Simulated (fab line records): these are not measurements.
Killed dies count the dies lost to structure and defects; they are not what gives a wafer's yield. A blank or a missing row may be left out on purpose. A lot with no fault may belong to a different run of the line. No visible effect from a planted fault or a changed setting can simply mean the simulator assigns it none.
fab line records -- flow n5_finfet -- part 2 of 2: steps 18 to 27 of 27
[record] lots = 5, wafers = 15, last_day = 18
route steps=1938 shown BEOL_M10@1497
lots with no fault: from the same line, run without faults
start_h: hours from the record's first day to the start of the lot's first wafer shown -- wait_h: how many hours have passed since the lot's step before this one -- " same as the row above -- L1.1+2: a single row standing in for several wafers -- - no value present, or no start provided -- * or withheld: withheld -- < > ~ a bound
route shown NAME@n: NAME is a module with steps in the file, n the number in the route of the first one -- usual: mean and standard deviation over wafers with no fault -- same: alike in all rows -- chamber/n: place in a boat -- sites: each site's reading -- _std_site: standard deviation of those values -- _edge_site: mean of outer sites minus mean of inner sites -- radius_mm: how far each site lies from the wafer's centre -- mask NAME#n: copy n -- behind: the tool/chamber that last shaped the wafer -- hold: cause of the lot's hold/its duration in hours/its outcome -- device: transistor that didn't switch, given as n, p or np -- end of line: the same wafers' tests at the end of the route -- step lacking rows: just its recipe -- killed: the dies lost at the first sort to structure and to defects; this is not the yield of the wafer -- map: a wafer's dies, marking killed ones x, the rest . and places with no die _
set.NAME: the setting that was run; set.NAME@STEP: the one run at that earlier step -- model.NAME: the simulator's own value behind a step, which no gauge read
lots seen at some steps along the route; tables by step, rows by wafer
services: when a tool's chamber went out of use (start_h, in hours from the record's first day, below 0 if earlier), for how many hours, and the reason
[[steps]]
[step N5_BEOL_M10_STRIP_77]
[recipe] chemistry = N2/H2, time_s = 10, power_w = 450, temp_c = 40, pressure_mtorr = 20, rf_frequency_hz = 6e+07, bias_power_w = 7, n2_flow_sccm = 200, h2_flow_sccm = 200
[usual] drypump_motor_current_A = 5.7/0.64, h2_flow_sccm = 200.0/0.62, oes_product_au = 0.82/0.068, rf_vpp_V = 59.0/0.91, showerhead_plenum_p_Torr = 2.51/0.098, temp_c = 40.00/0.11, throttle_valve_pct = 23.72/0.24
lot.wafer,tool,chamber,start_h,wait_h,drypump_motor_current_A,h2_flow_sccm,oes_product_au,rf_hours_counter_h,rf_vpp_V,showerhead_plenum_p_Torr,temp_c,throttle_valve_pct
L074.1,rie_diel-04,2,-,-,5.9,199.6,0.67,241,58.9,2.50,40.05,23.95
L074.5,rie_diel-04,2,-,-,5.9,200.1,0.67,-,59.2,2.50,40.13,23.95
L074.6,rie_diel-04,1,-,-,6.1,199.3,0.84,-,57.7,2.47,40.13,23.37
L081.4,rie_diel-06,0,-,-,5.2,199.8,0.82,89,59.5,2.46,40.24,23.95
L081.5,rie_diel-06,1,-,-,4.8,199.8,0.80,-,60.2,2.46,40.14,23.75
L081.6,rie_diel-06,0,-,-,5.2,199.8,0.81,-,57.2,2.46,40.16,23.93
L082.2,rie_diel-04,0,-,-,5.5,200.2,0.72,172,58.5,2.42,40.02,23.74
L082.4,rie_diel-04,2,-,-,5.8,199.5,0.96,3,60.2,2.50,40.02,23.56
L082.5,rie_diel-04,0,-,-,5.5,199.5,0.71,-,58.3,2.43,40.02,23.75
L094.3,rie_diel-03,1,-,-,6.6,200.4,0.90,27,59.8,2.72,39.66,24.01
L094.4,rie_diel-03,3,-,-,6.5,199.2,0.82,84,58.6,2.66,39.88,23.23
L094.6,rie_diel-03,1,-,-,6.6,198.8,0.90,-,59.7,2.72,39.76,24.01
L096.1,rie_diel-06,2,-,-,5.4,200.7,0.87,24,60.3,2.71,40.26,23.88
L096.3,rie_diel-06,3,-,-,6.7,200.4,0.84,76,58.2,2.46,40.15,23.63
L096.5,rie_diel-06,2,-,-,5.4,199.6,0.88,-,59.1,2.71,40.11,23.87
[step N5_BEOL_M10_OCD_MEAS_38]
[usual] trench_depth_nm = 148.8/2.5
lot.wafer,tool,chamber,start_h,wait_h,trench_depth_nm
L074.1,ocd-02,-,215.34,-,146.3
L074.5,ocd-02,-,215.34,-,145.7
L074.6,ocd-02,-,215.34,-,151.3
L081.4,ocd-02,-,263.66,-,146.3
L081.5,ocd-02,-,263.66,-,149.2
L081.6,ocd-02,-,263.66,-,147.4
L082.2,ocd-02,-,275.69,-,146.4
L082.4,ocd-02,-,275.69,-,154.1
L082.5,ocd-02,-,275.69,-,146.4
L094.3,ocd-01,-,350.89,-,147.7
L094.4,ocd-01,-,350.89,-,153.4
L094.6,ocd-01,-,350.89,-,147.6
L096.1,ocd-01,-,364.23,-,146.2
L096.3,ocd-01,-,364.23,-,144.3
L096.5,ocd-01,-,364.23,-,145.4
[step N5_BEOL_M10_HM_STRIP_39]
[recipe] chemistry = peroxide_tin_strip, material = TiN, target_depth_a = 250, temp_c = 50, time_s = 158
[usual] temp_c = 50.02/0.11
lot.wafer,tool,chamber,start_h,wait_h,temp_c
L074.1,wet_bench-05,0,215.37,0.0,50.11
L074.5,wet_bench-05,4,215.37,0.0,49.81
L074.6,wet_bench-05,1,215.37,0.0,49.94
L081.4,wet_bench-06,0,263.69,0.0,50.09
L081.5,wet_bench-06,2,263.69,0.0,49.99
L081.6,wet_bench-06,3,263.69,0.0,49.91
L082.2,wet_bench-06,2,275.72,0.0,50.09
L082.4,wet_bench-06,5,275.72,0.0,50.15
L082.5,wet_bench-06,1,275.72,0.0,50.03
L094.3,wet_bench-04,0,350.91,0.0,50.17
L094.4,wet_bench-04,4,350.91,0.0,50.05
L094.6,wet_bench-04,6,350.91,0.0,50.09
L096.1,wet_bench-04,7,364.26,0.0,49.91
L096.3,wet_bench-04,1,364.26,0.0,50.11
L096.5,wet_bench-04,2,364.26,0.0,49.94
[step N5_BEOL_M10_SRD_40]
[recipe] time_s = 30, temp_c = 23, rinse_liquid = diw, dry = ipa_marangoni
[usual] temp_c = 23.00/0.1
lot.wafer,tool,chamber,start_h,wait_h,temp_c
L074.1,wet_bench-05,0,215.42,0.0,22.86
L074.5,wet_bench-05,4,215.42,0.0,23.14
L074.6,wet_bench-05,1,215.42,0.0,22.99
L081.4,wet_bench-06,0,263.74,0.0,23.11
L081.5,wet_bench-06,2,263.74,0.0,22.74
L081.6,wet_bench-06,3,263.74,0.0,23.04
L082.2,wet_bench-06,2,275.78,0.0,23.01
L082.4,wet_bench-06,5,275.78,0.0,22.93
L082.5,wet_bench-06,1,275.78,0.0,22.91
L094.3,wet_bench-04,0,350.96,0.0,22.77
L094.4,wet_bench-04,4,350.96,0.0,22.90
L094.6,wet_bench-04,6,350.96,0.0,22.88
L096.1,wet_bench-04,7,364.30,0.0,23.09
L096.3,wet_bench-04,1,364.30,0.0,22.87
L096.5,wet_bench-04,2,364.30,0.0,23.10
[step N5_BEOL_M10_PRECLEAN_42]
[recipe] chemistry = residue_remover, time_s = 60, temp_c = 40
[usual] temp_c = 39.99/0.1
lot.wafer,tool,chamber,start_h,wait_h,temp_c
L074.1,wet_bench-05,0,215.44,0.0,39.85
L074.5,wet_bench-05,4,215.44,0.0,40.04
L074.6,wet_bench-05,1,215.44,0.0,40.00
L081.4,wet_bench-06,0,263.76,0.0,40.14
L081.5,wet_bench-06,2,263.76,0.0,39.87
L081.6,wet_bench-06,3,263.76,0.0,39.90
L082.2,wet_bench-06,2,275.80,0.0,40.17
L082.4,wet_bench-06,5,275.80,0.0,40.11
L082.5,wet_bench-06,1,275.80,0.0,39.86
L094.3,wet_bench-04,0,350.98,0.0,39.93
L094.4,wet_bench-04,4,350.98,0.0,39.86
L094.6,wet_bench-04,6,350.98,0.0,40.09
L096.1,wet_bench-04,7,364.32,0.0,39.90
L096.3,wet_bench-04,1,364.32,0.0,39.90
L096.5,wet_bench-04,2,364.32,0.0,40.02
[step N5_BEOL_M10_SRD_43]
[recipe] time_s = 30, temp_c = 23, rinse_liquid = diw, dry = ipa_marangoni
[usual] temp_c = 23.01/0.11
lot.wafer,tool,chamber,start_h,wait_h,temp_c
L074.1,wet_bench-05,0,215.45,0.0,23.04
L074.5,wet_bench-05,4,215.45,0.0,23.06
L074.6,wet_bench-05,1,215.45,0.0,23.16
L081.4,wet_bench-06,0,263.78,0.0,22.91
L081.5,wet_bench-06,2,263.78,0.0,23.06
L081.6,wet_bench-06,3,263.78,0.0,23.23
L082.2,wet_bench-06,2,275.82,0.0,23.03
L082.4,wet_bench-06,5,275.82,0.0,22.98
L082.5,wet_bench-06,1,275.82,0.0,22.95
L094.3,wet_bench-04,0,350.99,0.0,22.97
L094.4,wet_bench-04,4,350.99,0.0,23.07
L094.6,wet_bench-04,6,350.99,0.0,23.00
L096.1,wet_bench-04,7,364.34,0.0,22.81
L096.3,wet_bench-04,1,364.34,0.0,22.99
L096.5,wet_bench-04,2,364.34,0.0,23.09
[step N5_BEOL_M10_CD_MEAS_35]
[recipe] target_cd_nm = 70, polarity = opening
[usual] cd_nm = 69.8/0.74
lot.wafer,tool,chamber,start_h,wait_h,cd_nm
L074.1,cd_sem-02,-,215.49,0.0,70.3
L074.5,cd_sem-02,-,215.49,0.0,69.4
L074.6,cd_sem-02,-,215.49,0.0,69.7
L081.4,cd_sem-03,-,263.82,0.0,70.1
L081.5,cd_sem-03,-,263.82,0.0,69.7
L081.6,cd_sem-03,-,263.82,0.0,69.0
L082.2,cd_sem-03,-,275.86,0.0,70.3
L082.4,cd_sem-03,-,275.86,0.0,70.0
L082.5,cd_sem-03,-,275.86,0.0,70.1
L094.3,cd_sem-03,-,351.04,0.0,69.9
L094.4,cd_sem-03,-,351.04,0.0,70.1
L094.6,cd_sem-03,-,351.04,0.0,70.1
L096.1,cd_sem-02,-,364.38,0.0,68.6
L096.3,cd_sem-02,-,364.38,0.0,68.6
L096.5,cd_sem-02,-,364.38,0.0,69.5
[step N5_BEOL_M10_CURE_72]
[recipe] temp_c = 370, time_s = 120, ambient = DMADMS/He, material = SiCOH_lowk
[usual] lamp_power_pct = 52.31/0.061, wafer_temp_C_max = 371.7/0.61
lot.wafer,tool,chamber,start_h,wait_h,lamp_power_pct,wafer_temp_C_max
L074.1,uv_cure-01,1,215.53,0.0,52.12,371.2
L074.5,uv_cure-01,1,215.53,0.0,52.28,371.6
L074.6,uv_cure-01,1,215.53,0.0,52.34,371.0
L081.4,uv_cure-03,0,264.01,0.2,52.46,371.9
L081.5,uv_cure-03,0,264.01,0.2,52.38,372.2
L081.6,uv_cure-03,0,264.01,0.2,52.39,372.9
L082.2,uv_cure-02,1,276.02,0.2,52.25,371.5
L082.4,uv_cure-02,1,276.02,0.2,52.31,371.0
L082.5,uv_cure-02,1,276.02,0.2,52.21,371.3
L094.3,uv_cure-01,1,351.18,0.1,52.33,371.2
L094.4,uv_cure-01,1,351.18,0.1,52.37,371.3
L094.6,uv_cure-01,1,351.18,0.1,52.47,371.8
L096.1,uv_cure-02,1,364.42,0.0,52.36,371.5
L096.3,uv_cure-02,1,364.42,0.0,52.27,371.4
L096.5,uv_cure-02,1,364.42,0.0,52.29,371.0
[step N5_BEOL_M10_DEGAS_44]
[recipe] ambient = vacuum, temp_c = 250, time_s = 60
[usual] heater_power_w = 335/42
lot.wafer,tool,chamber,start_h,wait_h,heater_power_w
L074.1,pvd_sputter-03,-,215.98,0.4,371
L074.5,pvd_sputter-03,-,215.98,0.4,401
L074.6,pvd_sputter-03,-,215.98,0.4,377
L081.4,pvd_sputter-03,-,264.21,0.1,369
L081.5,pvd_sputter-03,-,264.21,0.1,393
L081.6,pvd_sputter-03,-,264.21,0.1,332
L082.2,pvd_sputter-02,-,277.15,1.0,385
L082.4,pvd_sputter-02,-,277.15,1.0,326
L082.5,pvd_sputter-02,-,277.15,1.0,286
L094.3,pvd_sputter-01,-,352.33,1.1,385
L094.4,pvd_sputter-01,-,352.33,1.1,312
L094.6,pvd_sputter-01,-,352.33,1.1,323
L096.1,pvd_sputter-03,-,365.13,0.7,272
L096.3,pvd_sputter-03,-,365.13,0.7,385
L096.5,pvd_sputter-03,-,365.13,0.7,316
[step N5_BEOL_M10_PRE_CLEAN_45]
[recipe] gas = H2/He, time_s = 30, temp_c = 250
[usual] heater_power_w = 335/41
lot.wafer,tool,chamber,start_h,wait_h,heater_power_w
L074.1,pvd_sputter-03,-,216.02,0.0,362
L074.5,pvd_sputter-03,-,216.02,0.0,388
L074.6,pvd_sputter-03,-,216.02,0.0,372
L081.4,pvd_sputter-03,-,264.25,0.0,368
L081.5,pvd_sputter-03,-,264.25,0.0,386
L081.6,pvd_sputter-03,-,264.25,0.0,323
L082.2,pvd_sputter-02,-,277.19,0.0,378
L082.4,pvd_sputter-02,-,277.19,0.0,327
L082.5,pvd_sputter-02,-,277.19,0.0,283
L094.3,pvd_sputter-01,-,352.37,0.0,394
L094.4,pvd_sputter-01,-,352.37,0.0,317
L094.6,pvd_sputter-01,-,352.37,0.0,319
L096.1,pvd_sputter-03,-,365.17,0.0,275
L096.3,pvd_sputter-03,-,365.17,0.0,386
L096.5,pvd_sputter-03,-,365.17,0.0,321
[[services]]
tool,chamber,start_h,hours,kind
arfi_scanner-02,-,194.32,1.3,pm
arfi_scanner-01,-,213.09,1.0,pm
arfi_scanner-02,-,218.15,0.8,pm
arfi_scanner-03,-,222.81,1.0,pm
uv_cure-03,-,238.00,2.1,pm
rie_diel-06,2,243.08,8.3,repair
uv_cure-02,-,257.76,1.6,repair
arfi_scanner-01,-,259.87,1.0,repair
pvd_sputter-01,-,265.37,5.6,repair
arfi_scanner-01,-,274.50,0.8,pm
rie_diel-04,3,281.53,2.6,repair
arfi_scanner-01,-,288.21,0.8,pm
arfi_scanner-01,-,295.88,1.3,pm
arfi_scanner-02,-,296.42,0.2,repair
arfi_scanner-02,-,299.14,2.6,repair
arfi_scanner-02,-,308.27,1.0,pm
rie_diel-04,-,311.41,0.7,repair
arfi_scanner-01,-,314.70,14.2,repair
arfi_scanner-02,-,319.82,1.3,pm
arfi_scanner-01,-,336.05,1.5,pm
wet_bench-06,-,337.67,0.5,repair
pvd_sputter-02,-,350.92,15.4,repair
rie_diel-06,0,356.03,43.4,repair
pvd_sputter-01,-,363.81,5.6,repair
